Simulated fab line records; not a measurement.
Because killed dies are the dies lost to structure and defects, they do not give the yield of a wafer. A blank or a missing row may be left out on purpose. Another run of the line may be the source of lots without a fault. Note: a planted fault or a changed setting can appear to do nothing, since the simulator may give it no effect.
Split-lot study || flow n5Finfet || 7 lots, 39 wafers read, on a route of 1938 steps

## THE SPLIT ITSELF
At N5_BEOL_M4_TRENCH_ETCH_37 (etches SiOC in C4F6/O2, target depth 55.555 nm, time 29.2 s), the setting targetDepthA was moved away from the recipe's 555.55 angstrom on 15 of the 39 wafers read, by -48.5% to +58.6%. The other wafers ran this setting at the recipe's value.

## FROM THE SPLIT TO THE READING: what the file shows between them, 8 steps
- N5_BEOL_M4_ETCH_41: etches SiCN in CH3F/O2, target depth 29.9 nm, time 52.5 s
- N5_BEOL_M4_STRIP_97: strips in N2/H2, time 10 s
- N5_BEOL_M4_OCD_MEAS_38
- N5_BEOL_M4_HM_STRIP_39: strips TiN in peroxide tin strip, target depth 25 nm, time 158 s
- N5_BEOL_M4_SRD_40: time 30 s
- N5_BEOL_M4_ECD_50: material Cu, target thk 300 nm
- N5_BEOL_M4_ANNEAL_51: time 90 s
- N5_BEOL_M4_CMP_52: polishes, stops on SiOC, t overpolish 6.8 s, target thk 40 nm

## THE READING
M4_THK, in nm, at N5_BEOL_M4_THK_MEAS_53 (measures by xrf). A value of 39.9 nm with a standard deviation of 1.2 nm is what fault-free wafers of this fab line usually give.

{"wafer": "L084.1", "tool, chamber at the split": "rieDiel-06, 0", "targetDepthA as run, angstrom": 555.55, "against the recipe": "recipe", "M4_THK, nm": 40.1, "against lot-mates on the recipe": "-"}
{"wafer": "L084.2", "tool, chamber at the split": "rieDiel-06, 3", "targetDepthA as run, angstrom": 443.1, "against the recipe": "-20.2%", "M4_THK, nm": 28.7, "against lot-mates on the recipe": -11.1}
{"wafer": "L084.3", "tool, chamber at the split": "rieDiel-06, 1", "targetDepthA as run, angstrom": 555.55, "against the recipe": "recipe", "M4_THK, nm": 38.2, "against lot-mates on the recipe": "-"}
{"wafer": "L084.4", "tool, chamber at the split": "rieDiel-06, 2", "targetDepthA as run, angstrom": 555.55, "against the recipe": "recipe", "M4_THK, nm": 41.1, "against lot-mates on the recipe": "-"}
{"wafer": "L084.5", "tool, chamber at the split": "rieDiel-06, 0", "targetDepthA as run, angstrom": 443.1, "against the recipe": "-20.2%", "M4_THK, nm": 29.4, "against lot-mates on the recipe": -10.4}
{"wafer": "L084.6", "tool, chamber at the split": "rieDiel-06, 1", "targetDepthA as run, angstrom": 443.1, "against the recipe": "-20.2%", "M4_THK, nm": 28.1, "against lot-mates on the recipe": -11.7}
{"wafer": "L083.1", "tool, chamber at the split": "rieDiel-06, 1", "targetDepthA as run, angstrom": 555.55, "against the recipe": "recipe", "M4_THK, nm": 38.4, "against lot-mates on the recipe": "-"}
{"wafer": "L083.2", "tool, chamber at the split": "rieDiel-06, 2", "targetDepthA as run, angstrom": 555.55, "against the recipe": "recipe", "M4_THK, nm": 39.8, "against lot-mates on the recipe": "-"}
{"wafer": "L083.3", "tool, chamber at the split": "rieDiel-06, 3", "targetDepthA as run, angstrom": 555.55, "against the recipe": "recipe", "M4_THK, nm": 39.5, "against lot-mates on the recipe": "-"}
{"wafer": "L083.4", "tool, chamber at the split": "rieDiel-06, 0", "targetDepthA as run, angstrom": 555.55, "against the recipe": "recipe", "M4_THK, nm": 41.3, "against lot-mates on the recipe": "-"}
{"wafer": "L083.5", "tool, chamber at the split": "rieDiel-06, 1", "targetDepthA as run, angstrom": 555.55, "against the recipe": "recipe", "M4_THK, nm": 38.3, "against lot-mates on the recipe": "-"}
{"wafer": "L083.6", "tool, chamber at the split": "rieDiel-06, 0", "targetDepthA as run, angstrom": 555.55, "against the recipe": "recipe", "M4_THK, nm": 41.0, "against lot-mates on the recipe": "-"}
{"wafer": "L085.1", "tool, chamber at the split": "rieDiel-06, 3", "targetDepthA as run, angstrom": 881.3, "against the recipe": "+58.6%", "M4_THK, nm": 72.6, "against lot-mates on the recipe": "+32.4"}
{"wafer": "L085.2", "tool, chamber at the split": "rieDiel-06, 2", "targetDepthA as run, angstrom": 881.3, "against the recipe": "+58.6%", "M4_THK, nm": 72.2, "against lot-mates on the recipe": "+32.0"}
{"wafer": "L085.3", "tool, chamber at the split": "rieDiel-06, 1", "targetDepthA as run, angstrom": 555.55, "against the recipe": "recipe", "M4_THK, nm": 38.7, "against lot-mates on the recipe": "-"}
{"wafer": "L085.4", "tool, chamber at the split": "rieDiel-06, 0", "targetDepthA as run, angstrom": 555.55, "against the recipe": "recipe", "M4_THK, nm": 41.1, "against lot-mates on the recipe": "-"}
{"wafer": "L085.5", "tool, chamber at the split": "rieDiel-06, 0", "targetDepthA as run, angstrom": 881.3, "against the recipe": "+58.6%", "M4_THK, nm": 73.0, "against lot-mates on the recipe": "+32.8"}
{"wafer": "L085.6", "tool, chamber at the split": "rieDiel-06, 3", "targetDepthA as run, angstrom": 555.55, "against the recipe": "recipe", "M4_THK, nm": 40.8, "against lot-mates on the recipe": "-"}
{"wafer": "L086.1", "tool, chamber at the split": "rieDiel-01, 3", "targetDepthA as run, angstrom": 286.3, "against the recipe": "-48.5%", "M4_THK, nm": 13.0, "against lot-mates on the recipe": -26.6}
{"wafer": "L086.2", "tool, chamber at the split": "rieDiel-01, 1", "targetDepthA as run, angstrom": 555.55, "against the recipe": "recipe", "M4_THK, nm": 39.6, "against lot-mates on the recipe": "-"}
{"wafer": "L086.3", "tool, chamber at the split": "rieDiel-01, 0", "targetDepthA as run, angstrom": 555.55, "against the recipe": "recipe", "M4_THK, nm": 38.4, "against lot-mates on the recipe": "-"}
{"wafer": "L086.4", "tool, chamber at the split": "rieDiel-01, 1", "targetDepthA as run, angstrom": 286.3, "against the recipe": "-48.5%", "M4_THK, nm": 13.2, "against lot-mates on the recipe": -26.4}
{"wafer": "L086.5", "tool, chamber at the split": "rieDiel-01, 3", "targetDepthA as run, angstrom": 555.55, "against the recipe": "recipe", "M4_THK, nm": 40.8, "against lot-mates on the recipe": "-"}
{"wafer": "L086.6", "tool, chamber at the split": "rieDiel-01, 0", "targetDepthA as run, angstrom": 286.3, "against the recipe": "-48.5%", "M4_THK, nm": 12.9, "against lot-mates on the recipe": -26.7}
{"wafer": "L091.1", "tool, chamber at the split": "rieDiel-02, 2", "targetDepthA as run, angstrom": 353.8, "against the recipe": "-36.3%", "M4_THK, nm": 20.2, "against lot-mates on the recipe": -19.0}
{"wafer": "L091.2", "tool, chamber at the split": "rieDiel-02, 0", "targetDepthA as run, angstrom": 555.55, "against the recipe": "recipe", "M4_THK, nm": 39.1, "against lot-mates on the recipe": "-"}
{"wafer": "L091.3", "tool, chamber at the split": "rieDiel-02, 1", "targetDepthA as run, angstrom": 555.55, "against the recipe": "recipe", "M4_THK, nm": 39.6, "against lot-mates on the recipe": "-"}
{"wafer": "L091.4", "tool, chamber at the split": "rieDiel-02, 3", "targetDepthA as run, angstrom": 555.55, "against the recipe": "recipe", "M4_THK, nm": 38.8, "against lot-mates on the recipe": "-"}
{"wafer": "L091.5", "tool, chamber at the split": "rieDiel-02, 3", "targetDepthA as run, angstrom": 353.8, "against the recipe": "-36.3%", "M4_THK, nm": 18.0, "against lot-mates on the recipe": -21.2}
{"wafer": "L091.6", "tool, chamber at the split": "rieDiel-02, 0", "targetDepthA as run, angstrom": 353.8, "against the recipe": "-36.3%", "M4_THK, nm": 20.2, "against lot-mates on the recipe": -19.0}
{"wafer": "L092.3", "tool, chamber at the split": "rieDiel-02, 1", "targetDepthA as run, angstrom": 555.55, "against the recipe": "recipe", "M4_THK, nm": 41.0, "against lot-mates on the recipe": "-"}
{"wafer": "L092.4", "tool, chamber at the split": "rieDiel-02, 2", "targetDepthA as run, angstrom": 555.55, "against the recipe": "recipe", "M4_THK, nm": 39.5, "against lot-mates on the recipe": "-"}
{"wafer": "L092.5", "tool, chamber at the split": "rieDiel-02, 1", "targetDepthA as run, angstrom": 555.55, "against the recipe": "recipe", "M4_THK, nm": 40.0, "against lot-mates on the recipe": "-"}
{"wafer": "L094.1", "tool, chamber at the split": "rieDiel-01, 3", "targetDepthA as run, angstrom": 555.55, "against the recipe": "recipe", "M4_THK, nm": 39.8, "against lot-mates on the recipe": "-"}
{"wafer": "L094.2", "tool, chamber at the split": "rieDiel-01, 2", "targetDepthA as run, angstrom": 655.1, "against the recipe": "+17.9%", "M4_THK, nm": 49.0, "against lot-mates on the recipe": "+9.9"}
{"wafer": "L094.3", "tool, chamber at the split": "rieDiel-01, 1", "targetDepthA as run, angstrom": 655.1, "against the recipe": "+17.9%", "M4_THK, nm": 47.6, "against lot-mates on the recipe": "+8.5"}
{"wafer": "L094.4", "tool, chamber at the split": "rieDiel-01, 0", "targetDepthA as run, angstrom": 555.55, "against the recipe": "recipe", "M4_THK, nm": 38.3, "against lot-mates on the recipe": "-"}
{"wafer": "L094.5", "tool, chamber at the split": "rieDiel-01, 2", "targetDepthA as run, angstrom": 655.1, "against the recipe": "+17.9%", "M4_THK, nm": 49.9, "against lot-mates on the recipe": "+10.8"}
{"wafer": "L094.6", "tool, chamber at the split": "rieDiel-01, 1", "targetDepthA as run, angstrom": 555.55, "against the recipe": "recipe", "M4_THK, nm": 39.3, "against lot-mates on the recipe": "-"}

THE FIT
A straight line over all 39 wafers: M4_THK changes by +0.554 nm for each +1% of targetDepthA; r = +1.00; the points scatter about the line by 0.96 nm.
The same after taking each lot's own level away (the mean of its wafers on the recipe; 39 wafers): +0.549 nm for each +1%; r = +1.00; scatter 0.88 nm.
The reading moves by 32 nm for the largest change in targetDepthA, on that fit.
The lots' own levels span 39.13 to 40.20 nm, that is 0.9 times the standard deviation above.
So the lot-to-lot level changes the slope little: the two slopes agree.
Check: +32.2 nm against its lot-mates is what the line predicts for one of the wafers moved furthest among these (+58.6%) when that wafer is left out of the fit. Against them it came out at +32.4 nm.

## THE OTHER SPLITS THESE WAFERS WENT THROUGH
Note: prior to the reading, these wafers also went through further splits. Each is held against what the fit with the lots' levels taken away leaves over:
{"other split on the same wafers": "N5_BEOL_M2_DESCUM_16 timeS", "wafers away from the commonest value": 15, "r with M4_THK (lot level and that fit taken away)": "+0.19"}
{"other split on the same wafers": "N5_BEOL_M3_TRENCH_ETCH_37 timeS", "wafers away from the commonest value": 15, "r with M4_THK (lot level and that fit taken away)": -0.17}

## THE WHOLE CHAIN: every reading that the file lists as answering this split, in the file's order
{"step": "N5_BEOL_M4_TRENCH_ETCH_37", "what it does": "etches SiOC in C4F6/O2, target depth 55.555 nm, time 29.2 s", "reading": "BEOL_M4.featureDepthNm (the simulator's own value, which no gauge read)", "change (the file's fit)": "+0.558 nm for each +1% of the setting", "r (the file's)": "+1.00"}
{"step": "N5_BEOL_M4_TRENCH_ETCH_37", "what it does": "etches SiOC in C4F6/O2, target depth 55.555 nm, time 29.2 s", "reading": "etch.depthNm (the simulator's own value, which no gauge read)", "change (the file's fit)": "+0.557 nm for each +1% of the setting", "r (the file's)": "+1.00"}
{"step": "N5_BEOL_M4_TRENCH_ETCH_37", "what it does": "etches SiOC in C4F6/O2, target depth 55.555 nm, time 29.2 s", "reading": "TiN_of_BEOL_M4_HM_DEP_02.thkNm (the simulator's own value, which no gauge read)", "change (the file's fit)": "-0.0237 nm for each +1% of the setting", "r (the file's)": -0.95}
{"step": "N5_BEOL_M4_OCD_MEAS_38", "what it does": "", "reading": "trenchDepthNm", "change (the file's fit)": "+0.562 nm for each +1% of the setting", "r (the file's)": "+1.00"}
{"step": "N5_BEOL_M4_CMP_52", "what it does": "polishes, stops on SiOC, t overpolish 6.8 s, target thk 40 nm", "reading": "Cu_of_BEOL_M4_ECD_50.thkNm (the simulator's own value, which no gauge read)", "change (the file's fit)": "+0.548 nm for each +1% of the setting", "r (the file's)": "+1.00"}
{"step": "N5_BEOL_M4_THK_MEAS_53", "what it does": "measures by xrf", "reading": "M4_THK", "change (the file's fit)": "+0.549 for each +1% of the setting", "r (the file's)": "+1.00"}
{"step": "N5_BEOL_M4_RS_MEAS_58", "what it does": "measures by four-point-probe", "reading": "M4_RS", "change (the file's fit)": "not straight: 3.134 at the lowest setting, 0.679 at the recipe, 0.322 at the highest", "r (the file's)": "not given"}

## THE FILE'S OWN FIT
M4_THK changes by +0.549 nm for each +1% of targetDepthA, r = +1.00.
